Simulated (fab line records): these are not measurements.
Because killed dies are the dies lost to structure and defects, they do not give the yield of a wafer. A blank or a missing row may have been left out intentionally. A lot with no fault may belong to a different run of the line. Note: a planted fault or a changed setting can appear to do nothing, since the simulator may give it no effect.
fab line records	flow n5_finfet
record: lots: 6	wafers: 18	last_day: 19
route steps=1938 shown SD_EPI_P@303 BEOL_M4@1111
lots with no fault: from the same line, run without faults
start_h: start of the lot's first displayed wafer, in hours after the record's first day	wait_h: hours elapsed since this lot's preceding step	" same as the row above	L1.1+2: a single row standing in for several wafers	- no value, or no start was given	* or withheld: withheld	< > ~ a bound
route shown NAME@n: NAME is a module with steps in the file, n the number in the route of the first one	usual: the fault-free wafers' mean and standard deviation	same: alike in all rows	chamber/n: place in a boat	sites: the reading at each site	_std_site: how widely they spread, as a standard deviation	_edge_site: the outer-site mean with the inner-site mean subtracted	radius_mm: how far each site lies from the wafer's centre	mask NAME#n: copy n	behind: the tool/chamber that last shaped the wafer	hold: why the lot was held/for how many hours/how that ended	device: which transistor (n, p or np) failed to switch	end of line: the same wafers' tests at the end of the route	where a step has no rows: the recipe by itself	killed: the dies lost at the first sort to structure and to defects; this is not the yield of the wafer	map: shows each die of a wafer: x if killed, . if not, _ if none is there
set.NAME: the run value of the setting; set.NAME@STEP: its run value at that earlier step	model.NAME: the simulator's own value behind a step, which no gauge read
lots at selected steps of the route; one table per step, one row per wafer
services: from which hour (start_h, from the record's first day; less than 0 if before it) a tool's chamber was out of use, for how many hours, and why
== steps ==
step: N5_SD_EPI_P_CD_MEAS_09
recipe: target_cd_nm: 240	landing_energy_ev: 500	detector: se_inlens
usual: cd_nm: 240.2/0.79
same: landing_energy_ev: 500
lot.wafer	tool	chamber	start_h	wait_h	cd_nm
L987.2	cd_sem-02	0	91.51	-	240.8
L987.4	"	0	"	"	240.3
L987.6	"	0	"	"	239.8
L996.1	cd_sem-03	0	145.24	-	241.3
L996.4	"	0	"	"	241.8
L996.6	"	0	"	"	240.7
L997.1	cd_sem-03	0	149.49	-	240.5
L997.4	"	0	"	"	239.2
L997.5	"	0	"	"	240.5
L998.2	cd_sem-01	0	156.27	-	240.9
L998.4	"	0	"	"	240.9
L998.5	"	0	"	"	240.1
L999.3	cd_sem-01	0	161.21	-	240.0
L999.4	"	0	"	"	239.7
L999.5	"	0	"	"	239.3
L104.3	cd_sem-02	0	190.79	-	239.7
L104.4	"	0	"	"	240.8
L104.6	"	0	"	"	240.3
step: N5_SD_EPI_P_OVL_MEAS_10
recipe: points_per_wafer: 44
usual: SD_P_BLK_OVL: 0.6/0.64
lot.wafer	tool	chamber	start_h	wait_h	SD_P_BLK_OVL[nm]
L987.2	overlay-02	0	91.54	0.0	0.4
L987.4	"	0	"	"	0.7
L987.6	"	0	"	"	0.9
L996.1	overlay-02	0	145.27	0.0	0.8
L996.4	"	0	"	"	1.5
L996.6	"	0	"	"	0.9
L997.1	overlay-01	0	149.52	0.0	1.6
L997.4	"	0	"	"	0.9
L997.5	"	0	"	"	1.1
L998.2	overlay-02	0	156.30	0.0	-0.3
L998.4	"	0	"	"	0.5
L998.5	"	0	"	"	1.2
L999.3	overlay-02	0	161.24	0.0	0.3
L999.4	"	0	"	"	0.4
L999.5	"	0	"	"	0.8
L104.3	overlay-02	0	190.82	0.0	0.9
L104.4	"	0	"	"	0.9
L104.6	"	0	"	"	0.8
step: N5_SD_EPI_P_INSPECT_11
recipe: mode: adi	inspect_instrument: macro
usual: raw_defect_count: 1.9/1.4
lot.wafer	tool	chamber	start_h	wait_h	raw_defect_count
L987.2	defect_inspect-02	-	91.57	0.0	1
L987.4	"	-	"	"	2
L987.6	"	-	"	"	2
L996.1	defect_inspect-02	-	145.29	0.0	1
L996.4	"	-	"	"	1
L996.6	"	-	"	"	1
L997.1	defect_inspect-01	-	149.54	0.0	5
L997.4	"	-	"	"	5
L997.5	"	-	"	"	3
L998.2	defect_inspect-01	-	156.32	0.0	2
L998.4	"	-	"	"	1
L998.5	"	-	"	"	3
L999.3	defect_inspect-01	-	161.27	0.0	2
L999.4	"	-	"	"	1
L999.5	"	-	"	"	0
L104.3	defect_inspect-02	-	190.84	0.0	1
L104.4	"	-	"	"	1
L104.6	"	-	"	"	3
step: N5_SD_EPI_P_DESCUM_14
recipe: chemistry: O2	time_s: 7.9	source_power_w: 50	bias_power_w: 20	pressure_mtorr: 20	rf_frequency_hz: 2.712e+07	temp_c: 40	resist: CAR-ArF-block	o2_flow_sccm: 225
step: N5_SD_EPI_P_ETCH_36
recipe: chemistry: CF4	target: SiARC	target_depth_a: 455	mask_material: CAR-ArF-block	time_s: 75.8	ion_energy_ev: 80	pressure_mtorr: 40	source_w: 545	bias_w: 36	Ar_flow_sccm: 100	cf4_flow_sccm: 100	ends: cleared
step: N5_SD_EPI_P_ETCH_37
recipe: chemistry: N2/H2	target: SOC	overetch_a: 1080	mask_material: SiARC	temp_c: 40	ion_energy_ev: 100	source_w: 3000	bias_w: 133	pressure_mtorr: 20	time_s: 486	n2_flow_sccm: 200	h2_flow_sccm: 200	ends: end_point
usual: bias_w: 133.0/0.37	chamber_pressure_mTorr: 20.001/0.019	drypump_motor_current_A: 5.7/0.44	oes_product_au: 0.72/0.086	rf_vpp_V: 240.5/1.4	showerhead_plenum_p_Torr: 2.52/0.085	throttle_valve_pct: 23.81/0.21
lot.wafer	tool	chamber	start_h	wait_h	bias_w	chamber_pressure_mTorr	drypump_motor_current_A	oes_product_au	rf_hours_counter_h	rf_vpp_V	showerhead_plenum_p_Torr	throttle_valve_pct
L987.2	rie_diel-06	2	91.69	0.0	133.2	19.994	6.5	0.68	144	239.8	2.43	23.50
L987.4	"	0	"	"	132.6	20.008	5.2	0.61	243	240.5	2.49	23.77
L987.6	"	3	"	"	132.8	20.055	5.4	0.64	-	239.8	2.54	23.98
L996.1	rie_diel-03	0	145.42	0.0	132.3	19.984	4.7	0.77	32	240.1	2.48	23.46
L996.4	"	3	"	"	133.2	20.011	5.5	0.86	-	243.2	2.72	23.56
L996.6	"	0	"	"	133.5	20.009	4.7	0.77	-	239.9	2.48	23.44
L997.1	rie_diel-03	0	149.67	0.0	132.7	20.027	4.7	0.77	33	241.4	2.48	23.47
L997.4	"	2	"	"	132.9	19.975	5.3	0.65	229	238.5	2.40	23.92
L997.5	"	0	"	"	133.3	19.971	4.8	0.77	-	240.4	2.48	23.45
L998.2	rie_diel-02	2	156.45	0.0	132.9	20.019	6.0	0.67	156	241.8	2.63	23.68
L998.4	"	3	"	"	132.7	19.976	5.8	0.72	83	238.0	2.47	24.07
L998.5	"	2	"	"	133.1	20.011	6.0	0.67	-	240.7	2.63	23.69
L999.3	rie_diel-02	0	161.53	0.0	133.3	20.002	5.6	0.84	13	240.9	2.49	23.61
L999.4	"	2	"	"	132.5	19.994	6.0	0.67	158	241.5	2.63	23.69
L999.5	"	2	"	"	132.8	20.010	6.0	0.67	-	242.5	2.63	23.69
L104.3	rie_diel-02	3	190.97	0.0	132.5	20.026	5.8	0.71	91	239.7	2.47	24.09
L104.4	"	1	"	"	132.7	20.006	6.3	0.80	27	241.7	2.58	23.81
L104.6	"	3	"	"	132.4	20.024	5.8	0.71	-	237.6	2.46	24.08
step: N5_SD_EPI_P_STRIP_38
recipe: chemistry: N2/H2	temp_c: 40	n2_flow_sccm: 200	h2_flow_sccm: 200	rf_frequency_hz: 6e+07
step: N5_SD_EPI_P_ETCHBACK_46
recipe: chemistry: CH3F/O2	mode: anisotropic_etchback	target: SiNx	target_depth_a: 175	stop_on: SiO2	over_etch_frac: 0.3	ion_energy_ev: 120	pressure_mtorr: 30	source_w: 395	bias_w: 73	Ar_flow_sccm: 150	CH3F_flow_sccm: 30	O2_flow_sccm: 20
usual: drypump_motor_current_A: 5.7/0.44	oes_product_au: 0.69/0.083	rf_vpp_V: 295.8/2.2	showerhead_plenum_p_Torr: 1.99/0.07	throttle_valve_pct: 16.39/0.22
lot.wafer	tool	chamber	start_h	wait_h	drypump_motor_current_A	oes_product_au	rf_hours_counter_h	rf_vpp_V	showerhead_plenum_p_Torr	throttle_valve_pct
L987.2	rie_diel-06	2	92.02	0.0	6.4	0.66	144	293.3	1.92	16.19
L987.4	"	0	"	"	5.2	0.58	244	291.7	1.98	16.54
L987.6	"	3	"	"	5.4	0.61	-	294.9	2.00	16.63
L996.1	rie_diel-03	0	145.74	0.0	4.7	0.74	32	295.5	1.97	16.11
L996.4	"	3	"	"	5.5	0.82	-	301.6	2.13	16.04
L996.6	"	0	"	"	4.7	0.74	-	296.7	1.97	16.12
L997.1	rie_diel-03	0	149.99	0.0	4.7	0.74	33	295.8	1.97	16.12
L997.4	"	2	"	"	5.3	0.61	229	295.5	1.89	16.56
L997.5	"	0	"	"	4.7	0.73	-	296.9	1.97	16.14
L998.2	rie_diel-02	2	156.77	0.0	6.0	0.64	156	297.5	2.09	16.45
L998.4	"	3	"	"	5.8	0.69	83	292.5	1.94	16.63
L998.5	"	2	"	"	6.0	0.64	-	298.8	2.09	16.42
L999.3	rie_diel-02	0	161.86	0.0	5.7	0.79	13	293.7	1.97	16.18
L999.4	"	2	"	"	6.0	0.64	158	297.9	2.09	16.43
L999.5	"	2	"	"	6.0	0.63	-	297.2	2.09	16.44
L104.3	rie_diel-02	3	191.29	0.0	5.8	0.67	92	294.0	1.94	16.66
L104.4	"	1	"	"	6.3	0.76	27	295.9	2.05	16.10
L104.6	"	3	"	"	5.8	0.68	-	292.4	1.94	16.65
step: N5_SD_EPI_P_ETCH_47
recipe: chemistry: CH3F/O2	target: SiOCN	target_depth_a: 250	mask_material: SOC	ion_energy_ev: 60	bias_w: 29	pressure_mtorr: 30	source_w: 410	Ar_flow_sccm: 150	CH3F_flow_sccm: 30	O2_flow_sccm: 20
usual: CH3F_flow_sccm: 30.00/0.092	O2_flow_sccm: 20.00/0.059	drypump_motor_current_A: 5.7/0.43	oes_product_au: 0.80/0.1	rf_vpp_V: 126.8/1.3	showerhead_plenum_p_Torr: 1.99/0.071	throttle_valve_pct: 16.36/0.22
lot.wafer	tool	chamber	start_h	wait_h	CH3F_flow_sccm	O2_flow_sccm	drypump_motor_current_A	oes_product_au	rf_hours_counter_h	rf_vpp_V	showerhead_plenum_p_Torr	throttle_valve_pct
L987.2	rie_diel-06	2	92.12	0.1	30.12	19.97	6.5	0.77	144	126.4	1.92	16.16
L987.4	"	0	"	"	30.16	20.08	5.2	0.68	244	127.5	1.98	16.51
L987.6	"	3	"	"	29.95	20.06	5.4	0.71	-	126.2	2.00	16.62
L996.1	rie_diel-03	0	145.84	0.1	29.77	20.03	4.7	0.85	32	127.2	1.97	16.11
L996.4	"	3	"	"	29.95	20.02	5.5	0.97	-	128.8	2.13	16.02
L996.6	"	0	"	"	30.03	19.98	4.8	0.86	-	126.0	1.97	16.10
L997.1	rie_diel-03	0	150.09	0.1	30.09	20.00	4.7	0.86	33	127.7	1.97	16.11
L997.4	"	2	"	"	29.93	19.93	5.3	0.71	229	127.7	1.89	16.52
L997.5	"	0	"	"	30.09	19.92	4.8	0.86	-	126.2	1.97	16.09
L998.2	rie_diel-02	2	156.87	0.1	30.01	19.98	6.0	0.74	156	128.8	2.09	16.40
L998.4	"	3	"	"	30.00	19.98	5.8	0.80	83	126.0	1.94	16.60
L998.5	"	2	"	"	29.92	19.99	6.0	0.74	-	127.6	2.09	16.41
L999.3	rie_diel-02	0	161.96	0.1	30.12	19.84	5.6	0.95	13	124.4	1.97	16.14
L999.4	"	2	"	"	30.16	19.97	6.0	0.75	158	128.4	2.09	16.41
L999.5	"	2	"	"	29.97	20.10	6.0	0.74	-	129.8	2.09	16.42
L104.3	rie_diel-02	3	191.39	0.1	29.98	19.95	5.8	0.80	92	124.5	1.94	16.63
L104.4	"	1	"	"	30.06	19.95	6.4	0.89	27	128.2	2.05	16.06
L104.6	"	3	"	"	29.99	19.89	5.8	0.79	-	126.5	1.94	16.65
step: N5_SD_EPI_P_ETCH_16
recipe: chemistry: CHF3/O2	target: SiO2	target_depth_a: 50	mask_material: SOC	pressure_mtorr: 30	source_w: 650	bias_w: 170	Ar_flow_sccm: 200	CHF3_flow_sccm: 50	O2_flow_sccm: 5	ion_energy_ev: 200
usual: CHF3_flow_sccm: 50.00/0.15	O2_flow_sccm: 4.998/0.014	drypump_motor_current_A: 5.7/0.43	oes_product_au: 0.80/0.1	rf_vpp_V: 522/3.8	showerhead_plenum_p_Torr: 2.40/0.082	throttle_valve_pct: 18.95/0.21
lot.wafer	tool	chamber	start_h	wait_h	CHF3_flow_sccm	O2_flow_sccm	drypump_motor_current_A	oes_product_au	rf_hours_counter_h	rf_vpp_V	showerhead_plenum_p_Torr	throttle_valve_pct
L987.2	rie_diel-06	2	92.22	0.1	49.75	5.009	6.5	0.77	144	517	2.32	18.70
L987.4	"	0	"	"	49.83	5.023	5.2	0.68	244	519	2.38	19.04
L987.6	"	3	"	"	50.42	5.014	5.4	0.71	-	522	2.41	19.18
L996.1	rie_diel-03	0	145.94	0.1	49.89	4.992	4.8	0.86	32	522	2.37	18.70
L996.4	"	3	"	"	49.91	5.007	5.5	0.96	-	533	2.56	18.63
L996.6	"	0	"	"	49.99	5.000	4.7	0.86	-	522	2.37	18.71
L997.1	rie_diel-03	0	150.19	0.1	49.78	4.991	4.7	0.85	33	523	2.37	18.70
L997.4	"	2	"	"	50.04	4.987	5.3	0.70	229	521	2.28	19.09
L997.5	"	0	"	"	49.86	4.994	4.8	0.86	-	522	2.37	18.68
L998.2	rie_diel-02	2	156.97	0.1	49.98	5.016	6.0	0.74	156	525	2.51	18.98
L998.4	"	3	"	"	50.13	5.000	5.8	0.79	83	518	2.34	19.21
L998.5	"	2	"	"	49.91	5.010	6.0	0.75	-	526	2.51	18.96
L999.3	rie_diel-02	0	162.06	0.1	49.98	5.012	5.6	0.95	13	518	2.37	18.78
L999.4	"	2	"	"	49.91	4.990	6.0	0.75	158	525	2.51	18.98
L999.5	"	2	"	"	49.92	4.992	6.0	0.76	-	526	2.51	18.99
L104.3	rie_diel-02	3	191.49	0.1	49.88	5.012	5.8	0.79	92	517	2.34	19.23
L104.4	"	1	"	"	50.15	5.013	6.2	0.89	27	522	2.46	18.68
L104.6	"	3	"	"	49.83	4.997	5.8	0.79	-	516	2.34	19.23
step: N5_SD_EPI_P_STRIP_50
recipe: chemistry: CHF3/O2	resist: SiARC	rf_frequency_hz: 6e+07
step: N5_SD_EPI_P_SD_RECESS_17
recipe: chemistry: HBr/Cl2/O2	target_depth_a: 391	bt_time_s: 3	pressure_mtorr: 10	icp_w: 800	bias_w: 112	HBr_flow_sccm: 150	Cl2_flow_sccm: 80	O2_flow_sccm: 12
step: N5_SD_EPI_P_WET_ETCH_45
recipe: chemistry: dHF	dilution: withheld	time_s: 10.7	target: SiO2	target_depth_a: 20	temp_c: 25	dry: ipa_marangoni	rinse_time_s: 30	rinse_temp_c: 23
usual: rinse_temp_c: 23.00/0.1	rinse_time_s: 30/0
lot.wafer	tool	chamber	start_h	wait_h	rinse_temp_c	rinse_time_s
L987.2	wet_bench-02	1	92.38	0.1	23.05	30
L987.4	"	6	"	"	23.05	30
L987.6	"	3	"	"	22.89	30
L996.1	wet_bench-01	7	146.11	0.1	22.93	30
L996.4	"	5	"	"	22.96	30
L996.6	"	6	"	"	22.88	30
L997.1	wet_bench-01	4	150.36	0.1	22.90	30
L997.4	"	0	"	"	22.92	30
L997.5	"	1	"	"	23.06	30
L998.2	wet_bench-06	1	157.14	0.1	-	-
L998.4	"	7	"	"	-	-
L998.5	"	3	"	"	-	-
L999.3	wet_bench-06	0	162.22	0.1	-	-
L999.4	"	7	"	"	-	-
L999.5	"	5	"	"	-	-
L104.3	wet_bench-01	1	191.66	0.1	23.22	30
L104.4	"	6	"	"	23.14	30
L104.6	"	5	"	"	22.96	30
step: N5_SD_EPI_P_STRIP_40
recipe: chemistry: N2/H2	power_w: 1000	temp_c: 250	h2_frac: 0.65	overash_fraction: 0.3	pressure_mtorr: withheld	n2_flow_sccm: 1750	h2_flow_sccm: 3250
usual: drypump_motor_current_A: 5.75/0.099	heater_power_w: 344/22	oes_product_au: 0.762/0.011
lot.wafer	tool	chamber	start_h	wait_h	drypump_motor_current_A	heater_power_w	oes_product_au	rf_hours_counter_h
L987.2	plasma_asher-01	0	92.43	0.0	5.65	364	0.756	39
L987.4	"	0	"	"	5.66	368	0.774	-
L987.6	"	1	"	"	5.73	342	0.759	-
L996.1	plasma_asher-01	0	146.16	0.0	5.64	376	0.760	48
L996.4	"	1	"	"	5.71	338	0.762	-
L996.6	"	0	"	"	5.66	366	0.762	-
L997.1	plasma_asher-01	1	150.41	0.0	5.74	349	0.774	49
L997.4	"	1	"	"	5.73	333	0.766	-
L997.5	"	1	"	"	5.76	348	0.759	-
L998.2	plasma_asher-01	0	157.63	0.5	5.66	358	0.749	52
L998.4	"	1	"	"	5.71	344	0.786	-
L998.5	"	0	"	"	5.65	355	0.786	-
L999.3	plasma_asher-01	0	162.29	0.0	5.68	361	0.753	-
L999.4	"	1	"	"	5.73	340	0.751	-
L999.5	"	0	"	"	5.67	366	0.776	-
L104.3	plasma_asher-01	1	199.02	7.3	5.72	350	0.750	-
L104.4	"	0	"	"	5.67	364	0.773	-
L104.6	"	1	"	"	5.72	352	0.757	-
step: N5_BEOL_M4_RC_MEAS_101
usual: DIBL_N: 36.6/1.3	DIBL_P: 36.4/1.4	IOFF_N: 0.167/0.023	IOFF_P: 0.219/0.029	ION_N: 678/8.7	ION_P: 464/6.4	SS_N: 71.5/0.53	SS_P: 73.4/0.57	VT_N: 248.5/2.8	VT_P: -249/3.1
lot.wafer	tool	chamber	start_h	wait_h	DIBL_N[mV/V]	DIBL_P[mV/V]	IOFF_N[nA/um]	IOFF_P[nA/um]	ION_N[uA/um]	ION_P[uA/um]	SS_N[mV/dec]	SS_P[mV/dec]	VT_N[mV]	VT_P[mV]
L987.2	prober-02	0	226.67	0.2	38.3	38.0	0.181	0.236	682	475	71.9	73.5	247.6	-247
L987.4	"	0	"	"	39.1	39.0	0.211	0.270	704	481	71.8	73.0	243.3	-246
L987.6	"	0	"	"	38.8	38.6	0.201	0.251	690	470	71.6	73.9	244.8	-250
L996.1	prober-02	0	296.68	0.0	37.5	37.2	0.187	0.261	679	465	72.4	73.6	246.6	-245
L996.4	"	0	"	"	36.0	35.6	0.158	0.239	674	468	71.2	73.8	250.5	-246
L996.6	"	0	"	"	38.3	37.8	0.201	0.270	672	463	71.8	74.3	247.1	-246
L997.1	prober-01	0	317.01	0.0	37.2	37.2	0.163	0.187	680	456	72.4	73.7	249.8	-254
L997.4	"	0	"	"	37.2	35.9	0.156	0.166	675	453	71.6	73.3	249.5	-256
L997.5	"	0	"	"	35.4	35.4	0.139	0.165	676	454	71.5	72.6	250.3	-256
L999.3	prober-02	0	332.46	0.3	37.4	37.0	0.195	0.238	686	466	72.3	73.5	244.1	-248
L999.4	"	0	"	"	36.1	34.1	0.162	0.194	683	460	71.0	73.4	247.0	-249
L999.5	"	0	"	"	36.1	35.3	0.167	0.214	683	466	70.9	73.9	245.4	-249
L998.2	prober-02	0	335.03	0.2	38.4	38.3	0.187	0.211	688	458	71.0	74.0	249.4	-253
L998.4	"	0	"	"	36.8	36.0	0.157	0.183	677	456	70.6	73.8	250.3	-253
L998.5	"	0	"	"	37.0	35.8	0.159	0.181	674	460	71.0	73.4	251.1	-252
L104.3	prober-02	0	351.72	0.3	36.3	37.9	0.161	0.207	675	468	71.6	72.9	251.6	-251
L104.4	"	0	"	"	34.9	35.4	0.138	0.168	667	456	71.0	71.8	251.8	-255
L104.6	"	0	"	"	35.5	36.8	0.152	0.197	676	461	70.6	72.7	248.2	-250
== services ==
tool	chamber	start_h	hours	kind
rie_diel-02	1	86.29	-	clean
rie_diel-02	1	86.29	-	consumable_replace:focus_ring
rie_diel-02	1	86.29	15.5	scheduled_down
rie_diel-02	1	86.29	15.5	vent_cycle
rie_diel-03	1	92.93	14.9	repair
rie_diel-02	0	102.04	-	clean
rie_diel-02	0	102.04	-	consumable_replace:focus_ring
rie_diel-02	0	102.04	16.1	scheduled_down
rie_diel-02	0	102.04	16.1	vent_cycle
rie_diel-03	3	108.35	-	clean
rie_diel-03	3	108.35	-	consumable_replace:focus_ring
rie_diel-03	3	108.35	-	consumable_replace:showerhead
rie_diel-03	3	108.35	18.4	scheduled_down
rie_diel-03	3	108.35	18.4	vent_cycle
plasma_asher-01	-	117.89	8.2	repair
rie_diel-06	0	120.08	-	clean
rie_diel-06	0	120.08	-	consumable_replace:focus_ring
rie_diel-06	0	120.08	16.2	scheduled_down
rie_diel-06	2	125.76	11.1	repair
rie_diel-03	1	145.19	1.6	repair
rie_diel-06	-	158.33	2.8	pm
rie_diel-06	2	163.27	9.2	repair
rie_diel-03	-	177.21	0.8	repair
plasma_asher-01	-	183.68	14.6	pm
== key ==
first_sign: step: N5_SD_EPI_P_WET_ETCH_45	reading: tool_record	direction: missing
effect none on later readings
met_at N5_SD_EPI_P_WET_ETCH_45
struck_wafers L998.2,L998.4,L998.5,L999.3,L999.4,L999.5
onset_between 92.38 157.14
fault: kind: skipped_step_whole	tool: wet_bench-02,wet_bench-06	chamber: -	onset_h: 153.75	steps: N5_SD_EPI_P_WET_ETCH_45	scope: struck_lots_only
